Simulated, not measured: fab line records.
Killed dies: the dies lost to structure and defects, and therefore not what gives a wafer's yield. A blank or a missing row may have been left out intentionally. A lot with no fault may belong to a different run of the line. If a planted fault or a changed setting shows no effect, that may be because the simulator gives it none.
fab line records ; flow nand_harc
[record] lots = 6; wafers = 18; last_day = 25
route steps=1159 shown A_CONTACT@861 END@1159
lots with no fault: from the same line, run without faults
start_h: hours from the record's opening day to when the first of the lot's shown wafers began ; wait_h: hours elapsed since this lot's preceding step ; " the same as in the row above ; L1.1+2: a row that stands for several wafers ; - no value present, or no start provided ; * or withheld: withheld ; < > ~ a bound
route shown NAME@n: names a module that has steps shown in the file, with the first one's number in the route ; usual: mean and standard deviation over wafers with no fault ; same: alike in all rows ; chamber/n: place in a boat ; sites: the reading at each site ; _std_site: how widely they spread, as a standard deviation ; _edge_site: the outer-site mean with the inner-site mean subtracted ; radius_mm: for every site, how far away it sits from the centre of the wafer ; mask NAME#n: copy n ; behind: tool/chamber where the wafer was last shaped ; hold: reason for holding the lot/hours on hold/outcome of the hold ; device: names the non-switching transistor (n, p or np) ; end of line: the route-end tests of the same wafers ; a step without rows: its recipe alone ; killed: dies that structure and defects cost at the first sort, which is not the same as the wafer's yield ; map: a wafer's dies, marking killed ones x, the rest . and places with no die _
set.NAME: the setting as run; set.NAME@STEP: as run at that earlier step ; model.NAME: the simulator's own value behind a step, which no gauge read
a table for each step, a row for each wafer; lots at some steps of the route
services: when a tool's chamber went out of use (start_h, in hours from the record's first day, below 0 if earlier), for how many hours, and the reason
[[steps]]
[step NHARC_A_CONTACT_ETCH_51]
[recipe] target_depth_a = 36000; over_etch_frac = 0.3; time_s = 936; ion_energy_ev = 150; o2_flow_sccm = 400; cos_flow_sccm = 20; ar_flow_sccm = 0; rf_w = 500; bias_w = 300; chemistry = O2/COS
[step NHARC_A_CONTACT_ETCH_111]
[recipe] source_w = withheld; pressure_mtorr = 20; bias_v = withheld; time_s = 140; target_depth_a = 7000; ar_flow_sccm = withheld; c4f8_flow_sccm = withheld; o2_flow_sccm = withheld; chemistry = C4F8/O2/Ar
[step NHARC_A_CONTACT_ETCH_112]
[recipe] source_w = withheld; pressure_mtorr = 20; bias_v = 3000; time_s = 94; target_depth_a = 9220; ar_flow_sccm = withheld; c4f8_flow_sccm = withheld; o2_flow_sccm = withheld; chemistry = C4F8/O2/Ar
[same] time_s = 94
lot.wafer;tool;chamber;start_h;wait_h;rf_hours_counter_h
L267.1;har_cap_etch-03;0;358.81;0.2;77
L267.2;har_cap_etch-03;1;358.81;0.2;77
L267.3;har_cap_etch-03;1;358.81;0.2;-
L268.2;har_cap_etch-02;1;383.39;0.2;12
L268.1;har_cap_etch-02;0;383.39;0.2;12
L268.3;har_cap_etch-02;0;383.39;0.2;-
L277.4;har_cap_etch-02;0;429.01;0.1;-
L277.5;har_cap_etch-02;1;429.01;0.1;-
L277.6;har_cap_etch-02;0;429.01;0.1;-
L284.2;har_cap_etch-01;0;463.01;0.2;72
L284.1;har_cap_etch-01;1;463.01;0.2;72
L284.5;har_cap_etch-01;0;463.01;0.2;-
L289.1;har_cap_etch-03;1;505.59;0.2;104
L289.3;har_cap_etch-03;0;505.59;0.2;-
L289.5;har_cap_etch-03;1;505.59;0.2;-
L290.1;har_cap_etch-03;1;512.44;0.2;106
L290.3;har_cap_etch-03;0;512.44;0.2;-
L290.6;har_cap_etch-03;1;512.44;0.2;-
[step NHARC_A_CONTACT_ETCH_113]
[recipe] source_w = withheld; pressure_mtorr = 20; bias_v = 3000; time_s = 94; target_depth_a = 9220; ar_flow_sccm = withheld; c4f8_flow_sccm = withheld; o2_flow_sccm = withheld; chemistry = C4F8/O2/Ar
[step NHARC_A_CONTACT_ETCH_114]
[recipe] source_w = withheld; pressure_mtorr = 20; bias_v = 3000; time_s = 94; target_depth_a = 9220; ar_flow_sccm = withheld; c4f8_flow_sccm = withheld; o2_flow_sccm = withheld; chemistry = C4F8/O2/Ar
[step NHARC_A_CONTACT_ETCH_115]
[recipe] source_w = withheld; pressure_mtorr = 20; bias_v = 3000; time_s = 94; target_depth_a = 9220; ar_flow_sccm = withheld; c4f8_flow_sccm = withheld; o2_flow_sccm = withheld; chemistry = C4F8/O2/Ar
[step NHARC_A_CONTACT_ETCH_116]
[recipe] source_w = withheld; pressure_mtorr = 20; bias_v = 3000; time_s = 94; target_depth_a = 9220; ar_flow_sccm = withheld; c4f8_flow_sccm = withheld; o2_flow_sccm = withheld; chemistry = C4F8/O2/Ar
[step NHARC_A_CONTACT_ETCH_117]
[recipe] source_w = withheld; pressure_mtorr = 20; bias_v = 3000; time_s = 94; target_depth_a = 9220; ar_flow_sccm = withheld; c4f8_flow_sccm = withheld; o2_flow_sccm = withheld; chemistry = C4F8/O2/Ar
[step NHARC_A_CONTACT_ETCH_118]
[recipe] source_w = withheld; pressure_mtorr = 20; bias_v = 3000; time_s = 94; target_depth_a = 9220; ar_flow_sccm = withheld; c4f8_flow_sccm = withheld; o2_flow_sccm = withheld; chemistry = C4F8/O2/Ar
[step NHARC_A_CONTACT_ETCH_119]
[recipe] source_w = withheld; pressure_mtorr = 20; bias_v = 3000; time_s = 94; target_depth_a = 9220; ar_flow_sccm = withheld; c4f8_flow_sccm = withheld; o2_flow_sccm = withheld; chemistry = C4F8/O2/Ar
[step NHARC_A_CONTACT_ETCH_120]
[recipe] source_w = withheld; pressure_mtorr = 20; bias_v = 3000; time_s = 94; target_depth_a = 9220; ar_flow_sccm = withheld; c4f8_flow_sccm = withheld; o2_flow_sccm = withheld; chemistry = C4F8/O2/Ar
[same] time_s = 94
lot.wafer;tool;chamber;start_h;wait_h;rf_hours_counter_h
L267.1;har_cap_etch-03;0;359.54;0.1;78
L267.2;har_cap_etch-03;1;359.54;0.1;78
L267.3;har_cap_etch-03;1;359.54;0.1;-
L268.2;har_cap_etch-02;1;384.12;0.1;13
L268.1;har_cap_etch-02;0;384.12;0.1;13
L268.3;har_cap_etch-02;0;384.12;0.1;-
L277.4;har_cap_etch-02;0;429.74;0.1;-
L277.5;har_cap_etch-02;1;429.74;0.1;-
L277.6;har_cap_etch-02;0;429.74;0.1;-
L284.2;har_cap_etch-01;0;463.98;0.1;73
L284.1;har_cap_etch-01;1;463.98;0.1;73
L284.5;har_cap_etch-01;0;463.98;0.1;-
L289.1;har_cap_etch-03;1;506.57;0.1;105
L289.3;har_cap_etch-03;0;506.57;0.1;-
L289.5;har_cap_etch-03;1;506.57;0.1;-
L290.1;har_cap_etch-03;1;513.41;0.1;106
L290.3;har_cap_etch-03;0;513.41;0.1;-
L290.6;har_cap_etch-03;1;513.41;0.1;-
[step NHARC_A_CONTACT_ETCH_121]
[recipe] source_w = withheld; pressure_mtorr = 20; bias_v = 3000; time_s = 94; target_depth_a = 9220; ar_flow_sccm = withheld; c4f8_flow_sccm = withheld; o2_flow_sccm = withheld; chemistry = C4F8/O2/Ar
[same] time_s = 94
lot.wafer;tool;chamber;start_h;wait_h;rf_hours_counter_h
L267.1;har_cap_etch-03;0;359.63;0.1;78
L267.2;har_cap_etch-03;1;359.63;0.1;78
L267.3;har_cap_etch-03;1;359.63;0.1;-
L268.2;har_cap_etch-02;1;384.21;0.1;13
L268.1;har_cap_etch-02;0;384.21;0.1;13
L268.3;har_cap_etch-02;0;384.21;0.1;-
L277.4;har_cap_etch-02;0;429.83;0.1;-
L277.5;har_cap_etch-02;1;429.83;0.1;-
L277.6;har_cap_etch-02;0;429.83;0.1;-
L284.2;har_cap_etch-01;0;464.10;0.1;73
L284.1;har_cap_etch-01;1;464.10;0.1;73
L284.5;har_cap_etch-01;0;464.10;0.1;-
L289.1;har_cap_etch-03;1;506.69;0.1;105
L289.3;har_cap_etch-03;0;506.69;0.1;-
L289.5;har_cap_etch-03;1;506.69;0.1;-
L290.1;har_cap_etch-03;1;513.53;0.1;106
L290.3;har_cap_etch-03;0;513.53;0.1;-
L290.6;har_cap_etch-03;1;513.53;0.1;-
[step NHARC_A_CONTACT_ETCH_122]
[recipe] source_w = withheld; pressure_mtorr = 20; bias_v = 3000; time_s = 95; target_depth_a = 9300; ar_flow_sccm = withheld; c4f8_flow_sccm = withheld; o2_flow_sccm = withheld; chemistry = C4F8/O2/Ar
[same] time_s = 95
lot.wafer;tool;chamber;start_h;wait_h;rf_hours_counter_h
L267.1;har_cap_etch-03;0;359.72;0.1;78
L267.2;har_cap_etch-03;1;359.72;0.1;78
L267.3;har_cap_etch-03;1;359.72;0.1;-
L268.2;har_cap_etch-02;1;384.30;0.1;13
L268.1;har_cap_etch-02;0;384.30;0.1;13
L268.3;har_cap_etch-02;0;384.30;0.1;-
L277.4;har_cap_etch-02;0;429.92;0.1;-
L277.5;har_cap_etch-02;1;429.92;0.1;-
L277.6;har_cap_etch-02;0;429.92;0.1;-
L284.2;har_cap_etch-01;0;464.22;0.1;73
L284.1;har_cap_etch-01;1;464.22;0.1;73
L284.5;har_cap_etch-01;0;464.22;0.1;-
L289.1;har_cap_etch-03;1;506.81;0.1;105
L289.3;har_cap_etch-03;0;506.81;0.1;-
L289.5;har_cap_etch-03;1;506.81;0.1;-
L290.1;har_cap_etch-03;1;513.65;0.1;106
L290.3;har_cap_etch-03;0;513.65;0.1;-
L290.6;har_cap_etch-03;1;513.65;0.1;-
[step NHARC_A_CONTACT_ETCH_123]
[recipe] source_w = withheld; pressure_mtorr = 20; bias_v = 400; time_s = 253; target_depth_a = 10900; ar_flow_sccm = withheld; c4f8_flow_sccm = 11.5; o2_flow_sccm = 7.2; chemistry = C4F8/O2/Ar
[step NHARC_A_CONTACT_ETCH_90]
[recipe] target_depth_a = 400; over_etch_frac = 0.5; time_s = 85.7; ion_energy_ev = 120; ch3f_flow_sccm = 50; o2_flow_sccm = 30; ar_flow_sccm = 200; rf_w = 500; bias_w = 100; chemistry = CH3F/O2
[step NHARC_A_CONTACT_ETCH_96]
[recipe] target_depth_a = 200; over_etch_frac = 0.5; time_s = 10; ion_energy_ev = 250; c4f6_flow_sccm = 25; o2_flow_sccm = 20; ar_flow_sccm = 500; rf_w = 600; bias_w = 500; chemistry = C4F6/O2
[step NHARC_A_CONTACT_CD_MEAS_53]
[usual] cd_nm = 189.7/0.78
lot.wafer;tool;chamber;start_h;wait_h;cd_nm
L267.1;cd_sem-01;-;360.74;-;189.1
L267.2;cd_sem-01;-;360.74;-;189.0
L267.3;cd_sem-01;-;360.74;-;189.6
L268.1;cd_sem-03;-;385.24;-;190.4
L268.2;cd_sem-03;-;385.24;-;190.5
L268.3;cd_sem-03;-;385.24;-;190.7
L277.4;cd_sem-02;-;430.82;-;190.1
L277.5;cd_sem-02;-;430.82;-;189.8
L277.6;cd_sem-02;-;430.82;-;189.5
L284.1;cd_sem-02;-;465.28;-;190.1
L284.2;cd_sem-02;-;465.28;-;190.1
L284.5;cd_sem-02;-;465.28;-;189.5
L289.1;cd_sem-03;-;507.85;-;189.5
L289.3;cd_sem-03;-;507.85;-;189.2
L289.5;cd_sem-03;-;507.85;-;189.9
L290.1;cd_sem-01;-;514.70;-;190.7
L290.3;cd_sem-01;-;514.70;-;190.1
L290.6;cd_sem-01;-;514.70;-;190.5
[step NHARC_A_CONTACT_STRIP_99]
[recipe] n2_flow_sccm = 150; h2_flow_sccm = 150; ar_flow_sccm = 0; bias_w = 0; chemistry = N2/H2
[step NHARC_A_CONTACT_STRIP_100]
[recipe] cf4_flow_sccm = 100; chf3_flow_sccm = 30; ar_flow_sccm = 0; bias_w = 0; chemistry = CF4/CHF3
[step NHARC_A_CONTACT_STRIP_101]
[recipe] o2_flow_sccm = 400; cos_flow_sccm = 20; ar_flow_sccm = 0; bias_w = 0; chemistry = O2/COS
[step NHARC_A_CONTACT_ETCH_102]
[recipe] target_depth_a = 700; overetch_a = 70; time_s = 38.5; ion_energy_ev = 100; cf4_flow_sccm = 80; o2_flow_sccm = 20; ar_flow_sccm = 0; rf_w = 300; bias_w = 100; chemistry = CF4/O2
[usual] cf4_flow_sccm = 79.98/0.25; drypump_motor_current_A = 5.8/0.41; oes_product_au = 0.999/0.0086; rf_vpp_V = 198.1/1.6; showerhead_plenum_p_Torr = 1.35/0.066; throttle_valve_pct = 13.398/0.0093
[same] time_s = 38.5
lot.wafer;tool;chamber;start_h;wait_h;cf4_flow_sccm;drypump_motor_current_A;oes_product_au;rf_hours_counter_h;rf_vpp_V;showerhead_plenum_p_Torr;throttle_valve_pct
L267.3;rie_diel-04;2;361.26;0.1;79.88;5.6;1.010;22;195.0;1.24;13.392
L267.2;rie_diel-04;3;361.26;0.1;80.09;6.0;0.985;24;197.9;1.40;13.388
L267.1;rie_diel-04;0;361.26;0.1;80.08;5.9;1.013;26;198.6;1.36;13.391
L268.2;rie_diel-04;3;385.70;0.1;80.16;6.0;0.999;34;198.7;1.39;13.405
L268.1;rie_diel-04;0;385.70;0.1;79.83;5.9;0.999;36;197.5;1.36;13.397
L268.3;rie_diel-04;2;385.70;0.1;80.35;5.6;1.004;34;194.9;1.23;13.397
L277.4;rie_diel-04;0;431.17;0.1;80.16;5.9;1.004;56;197.8;1.35;13.387
L277.5;rie_diel-04;0;431.17;0.1;79.68;6.0;1.007;-;198.9;1.35;13.398
L277.6;rie_diel-04;1;431.17;0.1;79.69;6.1;0.994;-;201.0;1.43;13.388
L284.1;rie_diel-01;0;465.61;0.1;79.37;5.3;0.995;29;198.5;1.36;13.398
L284.2;rie_diel-01;1;465.61;0.1;79.76;5.7;0.998;27;198.8;1.38;13.378
L284.5;rie_diel-01;0;465.61;0.1;79.79;5.3;0.988;-;197.7;1.36;13.405
L289.3;rie_diel-01;0;508.19;0.1;80.01;5.3;1.003;2;197.8;1.36;13.390
L289.1;rie_diel-01;1;508.19;0.1;80.14;5.7;1.002;2;199.4;1.38;13.393
L289.5;rie_diel-01;2;508.19;0.1;80.13;5.6;0.983;-;195.2;1.25;13.399
L290.3;rie_diel-01;2;514.99;0.0;80.08;5.6;0.993;3;196.2;1.25;13.405
L290.1;rie_diel-01;0;514.99;0.0;79.83;5.3;1.015;2;199.9;1.36;13.391
L290.6;rie_diel-01;2;514.99;0.0;79.86;5.5;0.987;-;196.4;1.25;13.401
[step NHARC_A_CONTACT_STRIP_55]
[recipe] o2_flow_sccm = 500; ar_flow_sccm = 0; bias_w = 0; chemistry = O2
[step NHARC_A_CONTACT_STRIP_56]
[recipe] time_s = 600; temp_c = 30; chemistry = post_etch_residue_remover
[step NHARC_A_CONTACT_DEP_57]
[recipe] target_thk_a = 28000; temp_c = 400; material = aC
[step NHARC_A_CONTACT_DEP_58]
[recipe] target_thk_a = 600; target_thk_nm = 60; temp_c = 400; pressure_torr = 3.5; flow_sccm = 200; rf_w = 350; material = SiON
[step NHARC_A_CONTACT_DEHYDRATE_59]
[recipe] temp_c = 150; time_s = 120
[step NHARC_A_CONTACT_HMDS_60]
[recipe] time_s = 30
[step NHARC_A_CONTACT_COAT_61]
[recipe] temp_c = 260; time_s = 75
[step NHARC_A_CONTACT_COAT_62]
[recipe] temp_c = 225; time_s = 65
[step NHARC_A_CONTACT_COAT_63]
[recipe] spin_rpm = 1500; resist_thk_nm = 90
[step NHARC_A_CONTACT_SOFTBAKE_64]
[recipe] temp_c = 105; time_s = 55
[step NHARC_A_CONTACT_EBR_65]
[step NHARC_A_CONTACT_EXPOSE_66]
[recipe] na = 1.35; sigma_outer = 0.8; dose_mj = 59.02; mask_id = A_CC_2
[step NHARC_A_CONTACT_PEB_67]
[recipe] peb_temp_c = 100; peb_time_s = 65
[step NHARC_A_CONTACT_DEVELOP_68]
[recipe] develop_time_s = 35; dev_temp_c = 23
[step NHARC_A_CONTACT_CD_MEAS_69]
[recipe] target_cd_nm = 200; landing_energy_ev = 500
[usual] cd_nm = 200.0/0.42
lot.wafer;tool;chamber;start_h;wait_h;cd_nm
L267.1;cd_sem-03;0;367.03;-;200.0
L267.2;cd_sem-03;0;367.03;-;199.6
L267.3;cd_sem-03;0;367.03;-;200.3
L268.1;cd_sem-01;0;389.20;-;199.3
L268.2;cd_sem-01;0;389.20;-;199.6
L268.3;cd_sem-01;0;389.20;-;199.7
L277.4;cd_sem-02;0;436.55;-;199.5
L277.5;cd_sem-02;0;436.55;-;200.0
L277.6;cd_sem-02;0;436.55;-;199.6
L284.1;cd_sem-02;0;470.17;-;199.9
L284.2;cd_sem-02;0;470.17;-;199.5
L284.5;cd_sem-02;0;470.17;-;199.1
L289.1;cd_sem-01;0;511.46;-;200.6
L289.3;cd_sem-01;0;511.46;-;200.2
L289.5;cd_sem-01;0;511.46;-;200.0
L290.1;cd_sem-02;0;518.66;-;200.4
L290.3;cd_sem-02;0;518.66;-;199.9
L290.6;cd_sem-02;0;518.66;-;200.3
[step NHARC_A_CONTACT_OVL_MEAS_70]
[usual] overlay_x_nm = 0.1/0.97; overlay_y_nm = 0.1/0.91
lot.wafer;tool;chamber;start_h;wait_h;overlay_x_nm;overlay_y_nm
L267.1;overlay-01;-;367.11;-;1.7;-0.6
L267.2;overlay-01;-;367.11;-;1.8;-0.2
L267.3;overlay-01;-;367.11;-;1.8;-0.2
L268.1;overlay-01;-;389.29;-;1.1;-1.8
L268.2;overlay-01;-;389.29;-;0.9;-2.1
L268.3;overlay-01;-;389.29;-;0.8;-1.7
L277.4;overlay-02;-;436.63;-;-0.1;0.0
L277.5;overlay-02;-;436.63;-;-0.7;-0.2
L277.6;overlay-02;-;436.63;-;0.2;-0.3
L284.1;overlay-02;-;470.26;-;-0.9;0.2
L284.2;overlay-02;-;470.26;-;-0.4;0.3
L284.5;overlay-02;-;470.26;-;-0.5;-0.1
L289.1;overlay-01;-;511.55;-;0.2;0.1
L289.3;overlay-01;-;511.55;-;-0.1;0.4
L289.5;overlay-01;-;511.55;-;0.3;0.2
L290.1;overlay-01;-;518.75;-;0.3;0.2
L290.3;overlay-01;-;518.75;-;-0.1;-0.1
L290.6;overlay-01;-;518.75;-;0.1;0.0
[step NHARC_A_CONTACT_DESCUM_74]
[recipe] time_s = 3; o2_flow_sccm = 200; ar_flow_sccm = 0; bias_power_w = 0; chemistry = O2
[step NHARC_A_CONTACT_ETCH_75]
[recipe] target_depth_a = 390; over_etch_frac = 0.3; time_s = 65; ion_energy_ev = 80; cf4_flow_sccm = 150; ar_flow_sccm = 0; rf_w = 300; bias_w = 100; chemistry = CF4
[usual] cf4_flow_sccm = 150.1/0.45; drypump_motor_current_A = 5.8/0.39; oes_product_au = 0.999/0.0072; rf_vpp_V = 151.4/1.4; showerhead_plenum_p_Torr = 1.78/0.087; throttle_valve_pct = 13.282/0.0091
[same] time_s = 65
lot.wafer;tool;chamber;start_h;wait_h;cf4_flow_sccm;drypump_motor_current_A;oes_product_au;rf_hours_counter_h;rf_vpp_V;showerhead_plenum_p_Torr;throttle_valve_pct
L267.2;rie_diel-03;3;367.32;0.1;150.3;6.4;0.995;55;153.5;1.85;13.285
L267.1;rie_diel-03;0;367.32;0.1;150.2;5.3;1.007;56;150.2;1.64;13.279
L267.3;rie_diel-03;1;367.32;0.1;150.4;6.4;0.998;54;148.6;1.66;13.274
L268.3;rie_diel-04;1;389.52;0.1;150.2;6.2;1.000;41;151.7;1.90;13.273
L268.2;rie_diel-04;2;389.52;0.1;149.9;5.6;1.009;35;149.3;1.64;13.290
L268.1;rie_diel-04;3;389.52;0.1;149.2;6.1;0.990;35;153.3;1.84;13.282
L277.4;rie_diel-01;3;436.96;0.2;150.8;5.6;0.997;22;151.9;1.84;13.284
L277.6;rie_diel-01;0;436.96;0.2;150.0;5.3;0.996;-;151.9;1.80;13.275
L277.5;rie_diel-01;1;436.96;0.2;150.7;5.7;1.008;-;151.2;1.82;13.270
L284.2;rie_diel-01;3;470.97;0.6;149.8;5.6;0.988;25;152.6;1.84;13.266
L284.1;rie_diel-01;1;470.97;0.6;150.3;5.7;0.991;29;152.6;1.82;13.277
L284.5;rie_diel-01;3;470.97;0.6;150.1;5.6;0.993;-;152.4;1.84;13.285
L289.3;rie_diel-04;3;511.73;0.1;149.9;6.1;1.000;12;151.9;1.83;13.298
L289.1;rie_diel-04;0;511.73;0.1;149.3;6.0;1.009;11;151.1;1.78;13.270
L289.5;rie_diel-04;0;511.73;0.1;149.6;5.9;1.013;-;151.7;1.78;13.295
L290.3;rie_diel-04;2;518.93;0.1;150.0;5.6;0.992;16;153.2;1.90;13.276
L290.1;rie_diel-04;0;518.93;0.1;150.8;6.0;1.003;14;150.1;1.78;13.282
L290.6;rie_diel-04;3;518.93;0.1;150.7;6.0;1.003;-;151.1;1.83;13.280
[step NHARC_A_CONTACT_ETCH_76]
[recipe] target_depth_a = 2600; over_etch_frac = 0.3; time_s = 475.3; ion_energy_ev = 200; n2_flow_sccm = 150; h2_flow_sccm = 150; ar_flow_sccm = 0; rf_w = 400; bias_w = 150; chemistry = N2/H2
[step NHARC_A_CONTACT_ETCH_77]
[recipe] target_depth_a = 726; time_s = 36.3; cf4_flow_sccm = 100; chf3_flow_sccm = 30; ar_flow_sccm = 0; rf_w = 500; bias_w = 200; chemistry = CF4/CHF3
[step NHARC_END_SORT_01]
[recipe] temp_c = 25
[usual] killed_at_array = 27/11; killed_at_other = 0.8/1.1; killed_at_periphery = 2.8/1.9; killed_dies = 30/11; killed_open = 3.3/1.8; killed_short = 2.3/1.5
[same] gross_dies = 677
lot.wafer;tool;chamber;start_h;wait_h;killed_at_array;killed_at_other;killed_at_periphery;killed_dies;killed_open;killed_short
L268.1;prober-01;0;460.69;2.5;14;0;5;19;1;3
L268.2;prober-01;0;461.49;2.8;14;0;2;16;5;0
L268.3;prober-01;0;462.29;3.1;18;0;2;20;2;3
L289.1;prober-01;0;572.48;2.5;49;0;1;50;1;4
L289.3;prober-01;0;574.09;3.1;110;2;3;115;3;1
L289.5;prober-01;0;575.69;3.7;39;0;0;39;1;0
L290.1;prober-02;0;584.57;2.5;18;0;2;20;6;2
L290.3;prober-02;0;586.17;3.1;88;2;2;92;3;0
L290.6;prober-02;0;588.57;4.0;17;0;1;18;1;1
// killed by level:class
L268.1 A_CHANNEL_HOLE_D1:chamber_film_flake=11 P_STI:chamber_film_flake=2 P_STI:geometric_particle:short=1 P_GATE:geometric_particle:open=1 P_CONTACT:geometric_particle:short=1 A_SOURCE_PLATE:unspecified:short=1 A_SLIT:chamber_film_flake=1 A_CONTACT:chamber_film_flake=1
L268.2 A_CHANNEL_HOLE_D1:chamber_film_flake=7 A_M0:geometric_particle:open=4 P_STI:chamber_film_flake=2 A_CONTACT:chamber_film_flake=2 A_CHANNEL_FILL_D1:geometric_particle:open=1
L268.3 A_CHANNEL_HOLE_D1:chamber_film_flake=15 A_ONON_D1:geometric_particle:open=2 P_CONTACT:geometric_particle:short=1 P_M1:geometric_particle:short=1 A_WL_FILL:geometric_particle:short=1
L289.1 A_CHANNEL_HOLE_D1:chamber_film_flake=27 A_SLIT:chamber_film_flake=7 A_CONTACT:chamber_film_flake=3 A_BONDPAD:chamber_film_flake=3 A_ONON_D1:geometric_particle:short=2 A_ZERO_WELL:chamber_film_flake=2 A_STAIRCASE:chamber_film_flake=2 A_ONON_D1:geometric_particle:open=1
L289.3 A_CONTACT:unspecified=83 A_CHANNEL_HOLE_D1:chamber_film_flake=12 A_SLIT:chamber_film_flake=6 A_STAIRCASE:chamber_film_flake=4 P_M0:geometric_particle:open=2 A_CONTACT:chamber_film_flake=2 A_ONON_D1:geometric_particle:open=1 P_ZERO_WELL:chamber_film_flake=1
L289.5 A_CHANNEL_HOLE_D1:chamber_film_flake=19 A_SLIT:chamber_film_flake=8 A_CONTACT:chamber_film_flake=4 A_STAIRCASE:chamber_film_flake=3 A_M1:chamber_film_flake=2 A_SGD_CUT:geometric_particle:open=1 A_ZERO_WELL:chamber_film_flake=1 A_BONDPAD:chamber_film_flake=1
L290.1 A_STAIRCASE:chamber_film_flake=4 A_CHANNEL_HOLE_D1:chamber_film_flake=3 A_CONTACT:chamber_film_flake=3 A_BLC:geometric_particle:open=2 A_WL_FILL:chamber_film_flake=2 P_GATE:geometric_particle:open=1 P_M0:geometric_particle:open=1 A_ONON_D1:geometric_particle:open=1
L290.3 A_CONTACT:unspecified=75 A_STAIRCASE:chamber_film_flake=7 A_CONTACT:chamber_film_flake=4 THIN_TSV:chamber_film_flake=2 P_CONTACT:geometric_particle:open=1 P_M0:geometric_particle:open=1 A_CHANNEL_FILL_D1:geometric_particle:open=1 A_CHANNEL_HOLE_D1:chamber_film_flake=1
L290.6 A_CONTACT:chamber_film_flake=5 A_CHANNEL_HOLE_D1:chamber_film_flake=4 A_STAIRCASE:chamber_film_flake=2 A_WL_FILL:chamber_film_flake=2 P_M0:geometric_particle:open=1 A_CHANNEL_HOLE_D1:geometric_particle:short=1 A_ZERO_WELL:chamber_film_flake=1 A_M1:chamber_film_flake=1
// map L289.3 (x killed, . not)
____________x____________
_________.xx.x.._________
_______..xxxx....._______
______...xx..xxx...______
_____....x.........._____
____.................____
____.................____
___...................___
___...................___
__..x..................__
__xxxx.................__
_xxxxxx................._
_xxxx.x................._
_xxxxx............x....._
_xxxxx.x.........x......_
_xxxxxxxx..............._
xxxxxxx..................
xxxxxxxx..x.....x........
xxxxxxx.........x........
xxxxxxx..................
xxxxxxx..................
_xxxxx..........x......._
_xxxxx.................._
_..xx...............x..._
_......................._
_...................x..._
__.....................__
__.......x.............__
___...................___
___...................___
____x................____
____x.x..........x...____
_____xx............._____
______xx...........______
_______..x........_______
_________......._________
____________.____________
// map L290.3 (x killed, . not)
____________.____________
_________......._________
_______..........._______
______.............______
_____..............._____
____.................____
____.............x...____
___...................___
___...x...............___
__.....................__
__xx...................__
_xxxxx.................._
_xxxxxx................._
_xxxxxx................._
_xxxxxx................._
_xxxxxx................._
xxxxxxx..................
xxxxxxx..................
xxxxxxx..................
xxxxxxx..................
xxxxx.x.x................
_xxxxx..............x..._
_xxxx..xx..............._
_x..xxx................._
_......................._
_...........x..........._
__................x....__
__.....................__
___xx.................___
___...................___
____.................____
____.x...............____
_____xx............._____
______.............______
_______x.........._______
_________......._________
____________.____________
[[services]]
tool;chamber;start_h;hours;kind
rie_diel-01;0;335.71;9.0;repair
har_cap_etch-02;-;339.34;0.3;repair
rie_diel-04;0;347.38;-;clean
rie_diel-04;1;347.38;-;clean
rie_diel-04;2;347.38;-;clean
rie_diel-04;3;347.38;-;clean
rie_diel-04;0;372.02;-;clean
rie_diel-04;1;372.02;-;clean
rie_diel-04;2;372.02;-;clean
rie_diel-04;3;372.02;-;clean
rie_diel-03;-;392.45;9.0;pm
rie_diel-04;0;397.11;-;clean
rie_diel-04;1;397.11;-;clean
rie_diel-04;2;397.11;-;clean
rie_diel-04;3;397.11;-;clean
rie_diel-04;0;422.07;-;clean
har_cap_etch-01;-;436.51;0.9;repair
rie_diel-01;3;442.07;24.2;repair
rie_diel-03;0;444.31;9.1;repair
rie_diel-04;3;455.70;2.4;repair
rie_diel-04;-;466.30;9.0;pm
rie_diel-03;2;466.36;3.2;repair
rie_diel-01;-;491.83;9.0;pm
rie_diel-03;0;509.33;26.2;repair
[[key]]
[first_sign] step = NHARC_END_SORT_01; reading = killed_at_array; direction = up; sigmas = 6.6; usual = 27; struck = 99
[effect] step = NHARC_END_SORT_01; reading = killed_dies; direction = up; sigmas = 6.6; usual = 30; struck = 104
[more_kills_born_at] NHARC_A_CONTACT_ETCH_122@har_cap_etch-03 = 152
met_at NHARC_A_CONTACT_ETCH_122
struck_wafers L289.3,L290.3
tester_left_out L289,L290
onset_between 359.72 506.81
[fault] kind = chamber_particle_source; tool = har_cap_etch-03; chamber = 0; onset_h = 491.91; steps = NHARC_A_CONTACT_ETCH_122; rate_per_visit_cm2 = 1.073; end_h = 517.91
// tester_left_out: of these lots the tester's yield and bins aren't shown, on N5 and GAA mostly nor the transistor test; their killed dies are dies lost to structure and defects alone, not to doping, threshold or leakage, so they don't give the yield
